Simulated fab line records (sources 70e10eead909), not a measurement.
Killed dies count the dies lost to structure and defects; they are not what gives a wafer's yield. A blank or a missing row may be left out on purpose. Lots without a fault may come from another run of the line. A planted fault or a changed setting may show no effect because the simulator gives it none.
fab line records | flow nand-harc
record lots=14 wafers=39 last-day=24
route steps=1159 shown A_ZERO_WELL@405 A_SOURCE_PLATE@420 A_ONON_D1@428 END@1159
lots that met no fault: taken from a fault-free run of the same line
start-h: the number of hours between the record's first day and the start of the first shown wafer of the lot | wait-h: how many hours have passed since the lot's step before this one | " repeats the value in the row above | L1.1+2: several wafers, shown together as one row | - either no value or no given start | * or withheld: withheld | < > ~ a bound
route shown NAME@n: names a module that has steps shown in the file, with the first one's number in the route | usual: mean/standard deviation of fault-free wafers | same: alike in all rows | chamber/n: place in a boat | sites: the reading at each site | _std_site: the values' standard deviation | _edge_site: inner sites' mean taken away from outer sites' mean | radius-mm: for every site, how far away it sits from the centre of the wafer | mask NAME#n: copy n | behind: the last tool/chamber to shape the wafer | hold: why the lot was held/for how many hours/how that ended | device: which transistor (n, p or np) failed to switch | end of line: the same wafers' tests at the end of the route | for a step that has no rows: nothing shown but its recipe | killed: at the first sort, the dies lost to defects and structure; wafer yield is something else | map: per-die view of a wafer (x killed, . not killed, _ where there is no die)
set.NAME: the setting the step ran with; set.NAME@STEP: the setting that earlier step ran with | model.NAME: the simulator's own value behind a step, which no gauge read
route steps across a sampled set of lots; one table per step, one row per wafer
services: when a tool's chamber went out of use (start-h, in hours from the record's first day, below 0 if earlier), for how many hours, and the reason
## steps
# step NHARC_A_ZERO_WELL_ETCH_13
# recipe target-depth-a=1200 time-s=40.1 hbr-flow-sccm=150 cl2-flow-sccm=50 rf-w=400 icp-w=400 bias-w=100 chemistry=HBr/Cl2
# usual drypump-motor-current-A=5.6/0.45 oes-product-au=0.998/0.011 throttle-valve-pct=26.406/0.0096
# columns lot.wafer tool chamber start-h wait-h drypump-motor-current-A oes-product-au rf-hours-counter-h throttle-valve-pct
L877.3 rie-si-04 1 136.28 - 5.0 0.998 0.2 26.400
L877.4 " 2 " " 5.5 1.000 0.2 26.419
L877.6 " 0 " " 5.6 0.985 - 26.416
L878.4 rie-si-02 0 145.50 - 5.5 1.000 0.8 26.418
L878.1 " 2 " " 5.3 1.009 0.6 26.405
L878.6 " 3 " " 5.0 1.003 - 26.408
L879.2 rie-si-04 0 146.07 - 5.6 0.990 0.2 26.416
L879.3 " 3 " " 5.3 1.012 0.2 26.400
L879.6 " 1 " " 5.0 0.999 - 26.398
L880.1 rie-si-05 0 155.63 - 6.5 1.003 0.8 26.387
L880.4 " 1 " " 5.8 1.005 0.8 26.406
L880.6 " 0 " " 6.5 0.999 - 26.422
L883.3 rie-si-05 2 173.55 - 6.3 1.007 0.7 26.395
L883.2 " 1 " " 5.8 0.999 0.9 26.408
L883.5 " 3 " " 6.2 1.010 - 26.431
L882.3 rie-si-04 1 174.82 - 5.0 1.004 0.5 26.396
L882.4 " 2 " " 5.5 0.982 - 26.407
L882.6 " 0 " " 5.6 0.986 - 26.408
L885.2 rie-si-05 0 180.33 - 6.5 1.000 1.0 26.415
L885.1 " 2 " " 6.3 1.011 0.8 26.403
L885.4 " 3 " " 6.1 1.002 0.8 26.394
L886.1 rie-si-04 2 184.21 - 5.5 0.978 0.5 26.412
L886.4 " 2 " " 5.5 0.990 - 26.403
L886.5 " 0 " " 5.5 0.980 - 26.423
L887.3 rie-si-05 1 188.91 - 5.8 1.007 1.0 26.417
L887.4 " 2 " " 6.3 1.003 0.8 26.409
L887.6 " 2 " " 6.3 1.016 - 26.398
L888.2 rie-si-02 0 230.89 - 5.5 1.002 0.0 26.404
L888.5 " 2 " " 5.2 0.988 - 26.412
L894.2 rie-si-02 0 240.29 - 5.5 1.006 0.2 26.412
L894.6 " 3 " " 5.0 1.012 - 26.398
L897.2 rie-si-04 1 247.87 - 5.0 1.003 1.0 26.405
L897.4 " 2 " " 5.5 0.992 1.1 26.397
L897.1 " 3 " " 5.3 1.006 0.8 26.424
L896.2 rie-si-05 1 249.66 - 5.8 1.002 0.0 26.400
L896.6 " 2 " " 6.3 1.013 - 26.399
L898.2 rie-si-04 3 263.18 - 5.3 1.004 0.9 26.399
L898.4 " 0 " " 5.6 0.990 1.1 26.430
L898.3 " 1 " " 5.1 1.012 1.2 26.409
# step NHARC_A_SOURCE_PLATE_THK_MEAS_06
# recipe thk-meas-gauge=ellipsometry
# usual thk-nm=199.3/2.2
# columns lot.wafer tool chamber start-h wait-h thk-nm
L877.3 film-metro-01 - 158.14 0.4 194.0
L877.4 " - " " 197.3
L877.6 " - " " 197.0
L878.1 film-metro-02 - 167.51 0.4 200.0
L878.4 " - " " 197.9
L878.6 " - " " 198.1
L879.2 film-metro-01 - 167.51 0.4 201.1
L879.3 " - " " 204.2
L879.6 " - " " 201.9
L880.1 film-metro-01 - 177.31 0.4 198.9
L880.4 " - " " 200.1
L880.6 " - " " 197.8
L883.2 film-metro-02 - 196.37 0.4 202.0
L883.3 " - " " 202.3
L883.5 " - " " 202.1
L882.3 film-metro-01 - 196.39 0.4 202.4
L882.4 " - " " 201.9
L882.6 " - " " 202.6
L885.1 film-metro-01 - 203.67 0.4 197.3
L885.2 " - " " 199.1
L885.4 " - " " 198.5
L886.1 film-metro-02 - 203.67 0.4 197.4
L886.4 " - " " 198.8
L886.5 " - " " 199.8
L887.3 film-metro-02 - 213.06 0.4 201.3
L887.4 " - " " 202.4
L887.6 " - " " 199.8
L888.2 film-metro-02 - 252.38 0.4 197.9
L888.5 " - " " 197.9
L894.2 film-metro-02 - 260.07 0.4 197.5
L894.6 " - " " 196.6
L897.1 film-metro-02 - 269.54 0.4 200.6
L897.2 " - " " 199.6
L897.4 " - " " 202.2
L896.2 film-metro-01 - 269.55 0.4 198.4
L896.6 " - " " 198.3
L898.2 film-metro-02 - 284.43 0.4 197.9
L898.3 " - " " 200.3
L898.4 " - " " 197.7
# step NHARC_A_SOURCE_PLATE_INSPECT_08
# usual raw-defect-count=62/23
# columns lot.wafer tool chamber start-h wait-h raw-defect-count
L877.3 defect-inspect-01 - 158.21 0.0 43
L877.4 " - " " 39
L877.6 " - " " 23
L878.1 defect-inspect-02 - 167.60 0.0 40
L878.4 " - " " 123
L878.6 " - " " 60
L879.2 defect-inspect-01 - 167.60 0.0 134
L879.3 " - " " 88
L879.6 " - " " 54
L880.1 defect-inspect-02 - 177.38 0.0 55
L880.4 " - " " 116
L880.6 " - " " 49
L883.2 defect-inspect-02 - 196.43 0.0 36
L883.3 " - " " 43
L883.5 " - " " 75
L882.3 defect-inspect-02 - 196.48 0.0 63
L882.4 " - " " 91
L882.6 " - " " 45
L886.1 defect-inspect-02 - 203.73 0.0 44
L886.4 " - " " 62
L886.5 " - " " 70
L885.1 defect-inspect-01 - 203.73 0.0 32
L885.2 " - " " 23
L885.4 " - " " 50
L887.3 defect-inspect-01 - 213.17 0.0 38
L887.4 " - " " 51
L887.6 " - " " 102
L888.2 defect-inspect-02 - 252.44 0.0 55
L888.5 " - " " 97
L894.2 defect-inspect-01 - 260.14 0.0 67
L894.6 " - " " 63
L897.1 defect-inspect-01 - 269.63 0.0 49
L897.2 " - " " 48
L897.4 " - " " 43
L896.2 defect-inspect-02 - 269.63 0.0 122
L896.6 " - " " 107
L898.2 defect-inspect-01 - 284.49 0.0 83
L898.3 " - " " 67
L898.4 " - " " 64
# step NHARC_A_ONON_D1_DEP_06
# recipe target-thk-a=10000 n2-flow-sccm=2750 n2o-flow-sccm=2000 nh3-flow-sccm=500 sih4-flow-sccm=210 temp-c=400
# usual sih4-flow-sccm=210.1/0.55
# columns lot.wafer tool chamber start-h wait-h sih4-flow-sccm
L877.3 pecvd-onon-02 0 159.54 0.2 209.6
L877.4 " 0 " " 209.9
L877.6 " 0 " " 210.3
L878.1 pecvd-onon-04 0 168.81 0.1 210.7
L878.4 " 0 " " 211.0
L878.6 " 0 " " 210.3
L879.2 pecvd-onon-02 0 168.85 0.1 210.2
L879.3 " 0 " " 210.0
L879.6 " 0 " " 210.2
L880.1 pecvd-onon-04 0 178.57 0.1 210.5
L880.4 " 0 " " 209.8
L880.6 " 0 " " 209.7
L883.2 pecvd-onon-03 0 197.69 0.1 209.5
L883.3 " 0 " " 210.4
L883.5 " 0 " " 209.9
L882.3 pecvd-onon-04 0 197.79 0.2 210.6
L882.4 " 0 " " 209.7
L882.6 " 0 " " 210.2
L885.1 pecvd-onon-03 0 204.93 0.1 209.5
L885.2 " 0 " " 209.8
L885.4 " 0 " " 209.2
L886.1 pecvd-onon-04 0 204.94 0.1 209.2
L886.4 " 0 " " 210.6
L886.5 " 0 " " 209.5
L887.3 pecvd-onon-02 0 214.49 0.2 210.5
L887.4 " 0 " " 210.3
L887.6 " 0 " " 210.4
L888.2 pecvd-onon-04 0 253.70 0.1 209.8
L888.5 " 0 " " 210.4
L894.2 pecvd-onon-04 0 261.39 0.1 210.0
L894.6 " 0 " " 209.6
L897.1 pecvd-onon-02 0 270.83 0.1 210.2
L897.2 " 0 " " 209.3
L897.4 " 0 " " 208.5
L896.2 pecvd-onon-04 0 270.88 0.1 210.4
L896.6 " 0 " " 210.8
L898.2 pecvd-onon-02 0 285.76 0.1 210.0
L898.3 " 0 " " 210.2
L898.4 " 0 " " 209.6
# step NHARC_A_ONON_D1_THK_MEAS_08
# recipe thk-meas-gauge=ellipsometry
# usual thk-nm=999/13
# columns lot.wafer tool chamber start-h wait-h thk-nm
L877.3 film-metro-01 - 159.94 - 1007
L877.4 " - " " 1006
L877.6 " - " " 1007
L879.2 film-metro-01 - 169.31 - 1003
L879.3 " - " " 1005
L879.6 " - " " 1004
L878.1 film-metro-02 - 169.32 - 982
L878.4 " - " " 981
L878.6 " - " " 982
L880.1 film-metro-02 - 179.08 - 999
L880.4 " - " " 997
L880.6 " - " " 997
L883.2 film-metro-01 - 198.14 - 1005
L883.3 " - " " 1005
L883.5 " - " " 1005
L882.3 film-metro-01 - 198.19 - 1005
L882.4 " - " " 1006
L882.6 " - " " 1006
L885.1 film-metro-02 - 205.44 - 1019
L885.2 " - " " 1018
L885.4 " - " " 1018
L886.1 film-metro-01 - 205.45 - 1001
L886.4 " - " " 1001
L886.5 " - " " 1000
L887.3 film-metro-02 - 214.92 - 1011
L887.4 " - " " 1012
L887.6 " - " " 1013
L888.2 film-metro-01 - 254.15 - 644
L888.5 " - " " 644
L894.2 film-metro-01 - 261.85 - 610
L894.6 " - " " 965
L896.2 film-metro-01 - 271.36 - 641
L896.6 " - " " 993
L897.1 film-metro-02 - 271.37 - 983
L897.2 " - " " 984
L897.4 " - " " 983
L898.2 film-metro-02 - 286.21 - 1004
L898.3 " - " " 1004
L898.4 " - " " 1002
# step NHARC_END_SORT_01
# recipe temp-c=25
# usual killed-at-array=25/9.5 killed-at-other=0.8/1.2 killed-at-periphery=3.4/2.2 killed-dies=29/10 killed-open=3.3/1.8 killed-short=2.1/1.4
# same gross-dies=677
# columns lot.wafer tool chamber start-h wait-h killed-at-array killed-at-other killed-at-periphery killed-dies killed-open killed-short
L894.2 prober-01 0 536.12 2.8 673 0 4 677 3 1
L894.6 prober-01 0 539.29 4.0 40 4 2 46 4 1
L888.2 prober-02 0 536.14 2.8 670 5 2 677 1 3
L888.5 prober-02 0 538.57 3.7 664 1 12 677 2 2
L896.2 prober-01 0 562.03 2.8 671 0 6 677 2 2
L896.6 prober-01 0 565.18 3.9 25 2 6 33 5 2
# killed by level:class
L894.2 A_ONON_D1:area-dep=646 A_SLIT:chamber-film-flake=9 A_CHANNEL_HOLE_D1:chamber-film-flake=7 A_CONTACT:chamber-film-flake=4 A_CONTACT:geometric-particle:open=2 P_GATE:chamber-film-flake=2 A_ZERO_WELL:chamber-film-flake=2 A_CHANNEL_FILL_D1:geometric-particle:open=1
L888.2 A_ONON_D1:area-dep=647 A_SLIT:chamber-film-flake=13 A_CHANNEL_HOLE_D1:chamber-film-flake=4 THIN_TSV:chamber-film-flake=3 A_WL_FILL:geometric-particle:short=1 A_WL_FILL:geometric-particle:open=1 A_M0:geometric-particle:short=1 STARTING-WAFER:geometric-particle:short=1
L888.5 A_ONON_D1:area-dep=645 A_SLIT:chamber-film-flake=9 P_M1:chamber-film-flake=4 P_GATE:chamber-film-flake=3 A_CHANNEL_HOLE_D1:chamber-film-flake=3 A_STAIRCASE:chamber-film-flake=3 P_GATE:geometric-particle:short=2 P_M2:chamber-film-flake=2
L894.6 A_SLIT:chamber-film-flake=18 A_CHANNEL_HOLE_D1:chamber-film-flake=10 A_CONTACT:chamber-film-flake=3 THIN_TSV:chamber-film-flake=3 A_CONTACT:geometric-particle:open=2 P_GATE:chamber-film-flake=2 A_STAIRCASE:chamber-film-flake=2 A_WL_FILL:geometric-particle:open=1
L896.2 A_ONON_D1:area-dep=641 A_CHANNEL_HOLE_D1:chamber-film-flake=10 A_SLIT:chamber-film-flake=8 P_GATE:chamber-film-flake=4 A_BLC:chamber-film-flake=4 A_STAIRCASE:chamber-film-flake=2 P_GATE:geometric-particle:open=1 A_ONON_D1:geometric-particle:short=1
L896.6 A_SLIT:chamber-film-flake=7 P_GATE:chamber-film-flake=4 A_CHANNEL_HOLE_D1:chamber-film-flake=3 A_CHANNEL_FILL_D1:chamber-film-flake=3 A_CONTACT:chamber-film-flake=3 STARTING-WAFER:geometric-particle:open=2 A_ZERO_WELL:chamber-film-flake=2 A_M0:chamber-film-flake=2
## services
# columns tool chamber start-h hours kind
pecvd-onon-03 - 153.41 13.0 pm
rie-si-04 3 171.75 27.0 repair
rie-si-04 2 195.77 3.4 repair
rie-si-02 - 211.00 9.0 pm
rie-si-05 0 218.10 4.4 repair
pecvd-onon-04 - 237.00 13.0 pm
rie-si-05 - 239.00 9.0 pm
rie-si-05 0 239.00 9.0 vent-cycle
rie-si-05 1 239.00 9.0 vent-cycle
rie-si-05 2 239.00 9.0 vent-cycle
rie-si-05 3 239.00 9.0 vent-cycle
rie-si-05 0 248.00 - clean
rie-si-05 1 248.00 - clean
rie-si-05 2 248.00 - clean
rie-si-02 - 271.70 0.6 repair
rie-si-04 - 276.00 9.0 pm
rie-si-04 0 276.00 9.0 vent-cycle
rie-si-04 1 276.00 9.0 vent-cycle
rie-si-04 2 276.00 9.0 vent-cycle
rie-si-04 3 276.00 9.0 vent-cycle
rie-si-04 0 285.00 - clean
rie-si-04 1 285.00 - clean
rie-si-04 2 285.00 - clean
rie-si-04 3 285.00 - clean
## key
first-sign step=NHARC_A_ONON_D1_THK_MEAS_08 reading=thk-nm direction=down sigmas=28 usual=999 struck=635
effect step=NHARC_END_SORT_01 reading=killed-at-array direction=up sigmas=68 usual=25 struck=670
more-kills-born-at NHARC_A_ONON_D1_DEP_06@pecvd-onon-04=2579
met-at NHARC_A_ONON_D1_DEP_06
struck-lots L888,L894,L896
struck-wafers L888.2,L888.5,L894.2,L896.2
later-rows-left-out L888.2,L888.5,L894.2,L896.2
tester-left-out L888,L894,L896
not-acting-at NHARC_A_ZERO_WELL_ETCH_13,NHARC_A_SOURCE_PLATE_THK_MEAS_06,NHARC_A_SOURCE_PLATE_INSPECT_08
onset-between 204.94 253.70
fault kind=process-parameter-drift tool=pecvd-onon-04 chamber=- onset-h=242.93 steps=NHARC_A_ONON_D1_DEP_06 channel=target-thk-a offset=* shape=step end-h=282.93 scope=struck-wafers-only acts-in=* stated=*
# tester-left-out: of these lots the tester's yield and bins aren't shown, on N5 and GAA mostly nor the transistor test; their killed dies are dies lost to structure and defects alone, not to doping, threshold or leakage, so they don't give the yield
# later-rows-left-out: the simulator's readings of these wafers behind a module that went badly wrong aren't trusted and aren't shown, but for the sort
